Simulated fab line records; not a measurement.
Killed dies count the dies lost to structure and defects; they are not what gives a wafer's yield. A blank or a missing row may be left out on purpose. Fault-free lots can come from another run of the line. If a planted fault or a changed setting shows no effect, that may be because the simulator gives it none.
fab line records	flow nand-harc
record: lots: 12	wafers: 35	last-day: 25
route steps=1159 shown A_STAIRCASE@558 END@1159
lots that met no fault: from a run of the same line without faults
start-h: hours from the record's first day to the start of the lot's first wafer shown	wait-h: hours from the lot's prior step to this one	" unchanged from the row above	L1.1+2: one row covering several wafers at once	- value missing, or start not given	* or withheld: withheld	< > ~ a bound
route shown NAME@n: NAME is a module with steps in the file, n the number in the route of the first one	usual: mean and standard deviation over wafers with no fault	same: alike in all rows	chamber/n: place in a boat	sites: per-site readings	_std_site: standard deviation across them	_edge_site: outer sites' mean less inner sites'	radius-mm: for every site, how far away it sits from the centre of the wafer	mask NAME#n: copy n	behind: the most recent tool/chamber to have shaped the wafer	hold: cause of the lot's hold/its duration in hours/its outcome	device: the transistor (n, p or np) that didn't switch	end of line: the route-end tests of the same wafers	a step without rows: its recipe alone	killed: at the first sort, the dies lost to defects and structure; wafer yield is something else	map: the dies of a wafer, with x for killed, . for not killed, _ for no die there
set.NAME: setting as actually run; set.NAME@STEP: the setting as run at that earlier step	model.NAME: the simulator's own value behind a step, which no gauge read
route steps across a sampled set of lots; one table per step, one row per wafer
services: when a tool's chamber went out of use (start-h, in hours from the record's first day, below 0 if earlier), for how many hours, and the reason
== steps ==
step: NHARC_A_STAIRCASE_ETCH_21
recipe: target-depth-a: 1000	time-s: 40.5	ion-energy-ev: 400	c4f8-flow-sccm: 20	o2-flow-sccm: 10	ar-flow-sccm: withheld	rf-w: 600	bias-w: 1000	chemistry: C4F8/O2
usual: oes-product-au: 0.950/0.018	rf-vpp-V: 896/6.1	run-length-s: 61.8/0.37
lot.wafer	tool	chamber	start-h	wait-h	oes-product-au	rf-hours-counter-h	rf-vpp-V	run-length-s
L837.3	rie-diel-05	2	-	-	0.943	17	897	61.7
L837.6	"	3	"	"	0.940	-	895	62.0
L837.5	"	0	"	"	0.944	-	888	61.7
L839.2	rie-diel-05	1	-	-	0.942	27	895	61.6
L839.6	"	3	"	"	0.952	-	895	61.4
L839.5	"	0	"	"	0.947	-	887	61.6
L842.4	rie-diel-05	3	-	-	0.987	28	895	61.4
L842.1	"	1	"	"	0.965	31	898	61.7
L842.6	"	2	"	"	0.980	-	896	61.7
L844.1	rie-diel-10	2	-	-	0.952	33	902	61.7
L844.4	"	3	"	"	0.946	35	900	61.9
L844.6	"	1	"	"	0.956	-	907	61.8
L847.2	rie-diel-05	2	-	-	0.966	44	897	61.8
L847.1	"	1	"	"	0.961	45	895	62.0
L847.4	"	2	"	"	0.959	-	896	61.7
L849.3	rie-diel-01	0	-	-	0.959	0	891	61.5
L849.5	"	2	"	"	0.953	-	889	62.8
L853.1	rie-diel-01	1	-	-	0.944	3	900	62.0
L853.4	"	3	"	"	0.942	4	907	62.3
L853.6	"	1	"	"	0.963	-	901	62.1
L856.4	rie-diel-05	0	-	-	0.919	63	885	61.5
L856.1	"	2	"	"	0.915	59	898	61.6
L856.5	"	1	"	"	0.904	-	894	61.6
L854.2	rie-diel-05	3	-	-	0.926	51	892	61.3
L854.3	"	0	"	"	0.918	63	887	61.6
L854.1	"	1	"	"	0.926	61	895	61.7
L855.1	rie-diel-01	0	-	-	0.962	10	891	62.0
L855.4	"	2	"	"	0.982	9	889	62.4
L855.3	"	3	"	"	0.972	11	905	62.0
L857.4	rie-diel-01	0	-	-	0.940	13	890	61.5
L857.2	"	3	"	"	0.950	14	906	62.2
L857.6	"	0	"	"	0.942	-	891	61.9
L859.1	rie-diel-05	3	-	-	0.951	11	892	61.7
L859.5	"	3	"	"	0.953	-	892	61.5
L859.6	"	0	"	"	0.985	-	905	61.2
step: NHARC_A_STAIRCASE_TRIM_26
recipe: time-s: 211.2	o2-flow-sccm: 500	ar-flow-sccm: 0	bias-w: 0	chemistry: O2
usual: drypump-motor-current-A: 5.6/0.4	oes-product-au: 1.001/0.0078	rf-vpp-V: 57.7/0.93	showerhead-plenum-p-Torr: 3.52/0.17	throttle-valve-pct: 17.036/0.01
lot.wafer	tool	chamber	start-h	wait-h	drypump-motor-current-A	oes-product-au	rf-hours-counter-h	rf-vpp-V	showerhead-plenum-p-Torr	throttle-valve-pct
L837.3	rie-diel-05	0	-	-	6.1	0.993	21	57.4	3.29	17.034
L837.5	"	1	"	"	6.0	0.994	-	57.1	3.52	17.036
L837.6	"	2	"	"	5.3	0.996	-	56.4	3.57	17.033
L839.2	rie-diel-05	1	-	-	6.0	1.000	27	57.9	3.51	17.020
L839.5	"	2	"	"	5.3	1.004	-	57.2	3.56	17.023
L839.6	"	3	"	"	5.0	1.005	-	56.4	3.46	17.018
L842.4	rie-diel-05	3	-	-	5.0	1.013	29	56.0	3.46	17.043
L842.1	"	0	"	"	6.1	0.986	34	56.2	3.28	17.026
L842.6	"	0	"	"	6.1	1.005	-	57.7	3.28	17.041
L844.1	rie-diel-10	2	-	-	6.2	1.009	33	58.6	3.71	17.025
L844.4	"	3	"	"	5.3	1.004	36	59.5	3.66	17.029
L844.6	"	3	"	"	5.3	1.002	-	57.7	3.66	17.048
L847.2	rie-diel-05	1	-	-	6.0	1.005	46	58.2	3.50	17.041
L847.1	"	0	"	"	6.1	0.991	49	56.3	3.27	17.030
L847.4	"	2	"	"	5.3	1.001	-	56.7	3.55	17.051
L849.3	rie-diel-01	1	-	-	5.9	1.001	1	56.7	3.66	17.039
L849.5	"	3	"	"	5.0	1.002	-	59.3	3.81	17.045
L853.1	rie-diel-01	3	-	-	5.1	1.000	4	57.5	3.81	17.035
L853.4	"	0	"	"	5.6	0.994	4	56.4	3.39	17.022
L853.6	"	2	"	"	5.4	1.008	-	57.8	3.34	17.031
L856.4	rie-diel-05	3	-	-	5.0	1.009	52	58.0	3.45	17.034
L856.1	"	2	"	"	5.4	1.008	60	58.8	3.54	17.038
L856.5	"	0	"	"	6.1	0.993	-	56.8	3.26	17.041
L854.2	rie-diel-05	3	-	-	5.0	1.008	52	59.4	3.45	17.030
L854.1	"	1	"	"	6.0	0.997	61	56.8	3.49	17.028
L854.3	"	2	"	"	5.3	1.000	60	57.2	3.54	17.046
L855.1	rie-diel-01	3	-	-	5.0	0.999	11	58.2	3.80	17.031
L855.3	"	0	"	"	5.6	1.001	10	57.0	3.39	17.017
L855.4	"	1	"	"	6.0	1.002	8	58.6	3.65	17.052
L857.4	rie-diel-01	2	-	-	5.4	1.002	12	56.4	3.34	17.033
L857.2	"	0	"	"	5.6	1.010	13	58.1	3.39	17.046
L857.6	"	2	"	"	5.4	0.996	-	57.2	3.34	17.037
L859.1	rie-diel-05	3	-	-	5.0	1.006	11	57.6	3.44	17.034
L859.6	"	0	"	"	6.1	0.997	-	58.2	3.80	17.027
L859.5	"	1	"	"	6.0	1.012	-	56.9	3.49	17.026
step: NHARC_A_STAIRCASE_TRIM_189
recipe: time-s: 211.2	o2-flow-sccm: 500	ar-flow-sccm: 0	bias-w: 0	chemistry: O2
usual: drypump-motor-current-A: 5.6/0.39	oes-product-au: 1.002/0.0071	rf-vpp-V: 57.9/0.94	showerhead-plenum-p-Torr: 3.53/0.17	throttle-valve-pct: 17.037/0.0086
lot.wafer	tool	chamber	start-h	wait-h	drypump-motor-current-A	oes-product-au	rf-hours-counter-h	rf-vpp-V	showerhead-plenum-p-Torr	throttle-valve-pct
L837.3	rie-diel-01	0	-	-	5.6	0.981	31	57.3	3.41	17.035
L837.6	"	1	"	"	6.0	0.995	-	59.5	3.68	17.047
L837.5	"	2	"	"	5.4	0.986	-	57.1	3.36	17.023
L839.2	rie-diel-05	0	-	-	6.1	0.994	29	57.7	3.28	17.033
L839.5	"	1	"	"	6.0	1.005	-	59.4	3.51	17.029
L839.6	"	2	"	"	5.3	0.990	-	58.1	3.56	17.036
L842.4	rie-diel-10	2	-	-	6.1	1.006	27	58.5	3.71	17.039
L842.1	"	1	"	"	5.4	0.996	27	57.9	3.79	17.036
L842.6	"	3	"	"	5.3	0.995	-	56.3	3.66	17.033
L844.4	rie-diel-05	2	-	-	5.3	1.008	40	58.1	3.55	17.042
L844.1	"	3	"	"	5.0	1.004	38	57.3	3.45	17.045
L844.6	"	2	"	"	5.3	1.007	-	58.0	3.55	17.019
L847.2	rie-diel-05	0	-	-	6.1	0.998	49	57.6	3.27	17.030
L847.1	"	2	"	"	5.3	1.010	44	58.1	3.55	17.039
L847.4	"	1	"	"	6.0	0.998	-	56.7	3.50	17.031
L849.3	rie-diel-05	0	-	-	6.0	0.995	59	57.9	3.27	17.042
L849.5	"	3	"	"	5.0	1.013	-	58.2	3.45	17.026
L853.1	rie-diel-05	0	-	-	6.1	0.997	61	58.9	3.26	17.039
L853.4	"	2	"	"	5.3	1.009	57	59.3	3.54	17.031
L853.6	"	3	"	"	5.0	1.012	-	57.5	3.45	17.039
L856.1	rie-diel-01	1	-	-	6.0	0.999	7	57.6	3.66	17.043
L856.4	"	2	"	"	5.4	0.993	9	57.5	3.34	17.038
L856.5	"	0	"	"	5.6	0.999	-	57.1	3.39	17.041
L854.1	rie-diel-10	3	-	-	5.3	1.005	58	57.9	3.64	17.047
L854.2	"	0	"	"	5.2	1.009	58	58.3	3.34	17.043
L854.3	"	2	"	"	6.2	1.014	57	58.1	3.69	17.038
L855.3	rie-diel-10	2	-	-	6.1	1.003	58	57.3	3.69	17.037
L855.1	"	3	"	"	5.3	0.996	60	57.9	3.64	17.028
L855.4	"	1	"	"	5.5	0.996	58	58.1	3.77	17.042
L857.4	rie-diel-01	0	-	-	5.6	1.001	15	56.7	3.38	17.025
L857.2	"	1	"	"	6.0	0.998	14	58.9	3.65	17.024
L857.6	"	2	"	"	5.4	1.011	-	58.0	3.34	17.037
L859.1	rie-diel-10	3	-	-	5.3	1.002	3	59.1	3.64	17.042
L859.5	"	0	"	"	5.2	1.000	-	56.1	3.33	17.043
L859.6	"	1	"	"	5.5	0.994	-	57.4	3.77	17.027
step: NHARC_A_STAIRCASE_ETCH_203
recipe: target-depth-a: 1000	time-s: 40.5	ion-energy-ev: 400	c4f8-flow-sccm: 20	o2-flow-sccm: 10	ar-flow-sccm: withheld	rf-w: 600	bias-w: 1000	chemistry: C4F8/O2
usual: oes-product-au: 0.943/0.0089	rf-vpp-V: 896/6.2	run-length-s: 61.8/0.39
lot.wafer	tool	chamber	start-h	wait-h	oes-product-au	rf-hours-counter-h	rf-vpp-V	run-length-s
L837.3	rie-diel-05	0	228.19	-	0.950	22	885	61.2
L837.5	"	1	"	"	0.945	-	896	62.0
L837.6	"	2	"	"	0.946	-	898	61.6
L839.2	rie-diel-01	1	255.03	-	0.943	49	899	61.8
L839.5	"	0	"	"	0.927	-	891	61.5
L839.6	"	1	"	"	0.948	-	901	61.8
L842.1	rie-diel-10	1	269.15	-	0.934	28	906	62.0
L842.4	"	3	"	"	0.953	30	901	61.3
L842.6	"	1	"	"	0.943	-	906	62.5
L844.1	rie-diel-05	0	294.84	-	0.943	47	887	57.4
L844.6	"	0	"	"	0.945	-	886	61.6
L844.4	"	2	"	"	0.947	-	898	61.5
L847.1	rie-diel-05	2	305.78	-	0.950	45	897	58.0
L847.2	"	0	"	"	0.930	50	888	61.3
L847.4	"	2	"	"	0.942	-	898	61.6
L849.3	rie-diel-05	0	330.15	-	0.945	60	886	57.6
L849.5	"	0	"	"	0.938	-	885	61.3
L853.4	rie-diel-01	2	335.78	-	0.949	6	890	62.8
L853.1	"	1	"	"	0.946	6	901	62.2
L853.6	"	2	"	"	0.948	-	888	62.3
L856.1	rie-diel-01	3	344.31	-	0.941	11	906	62.7
L856.4	"	1	"	"	0.944	8	901	61.9
L856.5	"	0	"	"	0.940	-	891	61.7
L854.3	rie-diel-10	2	344.85	-	0.956	58	901	61.8
L854.1	"	3	"	"	0.946	59	900	61.6
L854.2	"	0	"	"	0.953	59	889	61.6
L855.3	rie-diel-10	2	350.64	-	0.934	60	901	62.0
L855.1	"	3	"	"	0.925	61	900	61.5
L855.4	"	1	"	"	0.935	60	904	62.1
L857.4	rie-diel-01	0	360.64	-	0.929	18	891	61.7
L857.2	"	2	"	"	0.931	18	888	62.8
L857.6	"	1	"	"	0.936	-	902	62.3
L859.1	rie-diel-10	0	375.49	-	0.946	4	887	61.7
L859.6	"	3	"	"	0.941	-	899	61.7
L859.5	"	0	"	"	0.935	-	888	61.8
step: NHARC_END_SORT_01
recipe: temp-c: 25
usual: killed-at-array: 28/8.9	killed-at-other: 0.8/1.2	killed-at-periphery: 3.3/2.3	killed-dies: 32/9.4	killed-open: 3.2/1.8	killed-short: 1.9/1.4
same: gross-dies: 677
lot.wafer	tool	chamber	start-h	wait-h	killed-at-array	killed-at-other	killed-at-periphery	killed-dies	killed-open	killed-short
L855.1	prober-01	0	559.67	2.5	37	1	2	40	4	4
L855.3	prober-01	0	561.26	3.1	32	0	1	33	2	1
L855.4	prober-01	0	562.06	3.4	43	1	2	46	3	5
killed by level:class
L855.1 A_CHANNEL_HOLE_D1:chamber-film-flake=8 A_SLIT:chamber-film-flake=8 A_STAIRCASE:chamber-film-flake=7 A_CONTACT:chamber-film-flake=3 A_M0:chamber-film-flake=3 A_SOURCE_PLATE:geometric-particle:short=2 A_SOURCE_PLATE:geometric-particle:open=1 A_SGD_CUT:geometric-particle:short=1
L855.3 A_SLIT:chamber-film-flake=19 A_CHANNEL_HOLE_D1:chamber-film-flake=5 A_STAIRCASE:chamber-film-flake=3 A_CONTACT:chamber-film-flake=2 P_CONTACT:geometric-particle:open=1 A_WL_FILL:geometric-particle:open=1 A_M0:geometric-particle:short=1 A_M0:chamber-film-flake=1
L855.4 A_SLIT:chamber-film-flake=17 A_CHANNEL_HOLE_D1:chamber-film-flake=11 A_STAIRCASE:chamber-film-flake=3 A_CONTACT:chamber-film-flake=3 A_SOURCE_PLATE:geometric-particle:short=2 A_M0:chamber-film-flake=2 P_CONTACT:geometric-particle:short=1 A_SOURCE_PLATE:geometric-particle:open=1
== services ==
tool	chamber	start-h	hours	kind
rie-diel-05	3	211.75	6.3	repair
rie-diel-05	0	222.88	-	clean
rie-diel-05	1	222.88	-	clean
rie-diel-05	2	222.88	-	clean
rie-diel-05	3	222.88	-	clean
rie-diel-05	3	238.27	3.0	repair
rie-diel-05	0	247.88	-	clean
rie-diel-05	1	247.88	-	clean
rie-diel-05	2	247.88	-	clean
rie-diel-05	3	247.88	-	clean
rie-diel-05	0	272.38	-	clean
rie-diel-05	1	272.38	-	clean
rie-diel-05	2	272.38	-	clean
rie-diel-05	3	272.38	-	clean
rie-diel-05	0	296.92	-	clean
rie-diel-05	1	296.92	-	clean
rie-diel-05	2	296.92	-	clean
rie-diel-05	3	296.92	-	clean
rie-diel-01	-	315.10	9.0	pm
rie-diel-05	0	321.44	-	clean
rie-diel-05	1	321.44	-	clean
rie-diel-05	-	340.75	9.0	pm
rie-diel-10	-	353.50	9.0	pm
rie-diel-01	2	370.60	14.2	repair
== key ==
first-sign: step: NHARC_A_STAIRCASE_ETCH_203	reading: run-length-s	direction: down	sigmas: 10	usual: *	struck: *
effect none on later readings
met-at NHARC_A_STAIRCASE_ETCH_203
struck-lots L844,L847,L849
struck-wafers L844.1,L847.1,L849.3
tester-left-out L844,L847,L849
not-acting-at NHARC_A_STAIRCASE_ETCH_21,NHARC_A_STAIRCASE_TRIM_26,NHARC_A_STAIRCASE_TRIM_189
onset-between 228.19 294.84
fault: kind: process-parameter-drift	tool: rie-diel-05	chamber: -	onset-h: 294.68	steps: NHARC_A_STAIRCASE_ETCH_203	channel: time-s	offset: *	shape: step	end-h: 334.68	scope: struck-wafers-only	acts-in: *	stated: *
tester-left-out: of these lots the tester's yield and bins aren't shown, on N5 and GAA mostly nor the transistor test; their killed dies are dies lost to structure and defects alone, not to doping, threshold or leakage, so they don't give the yield
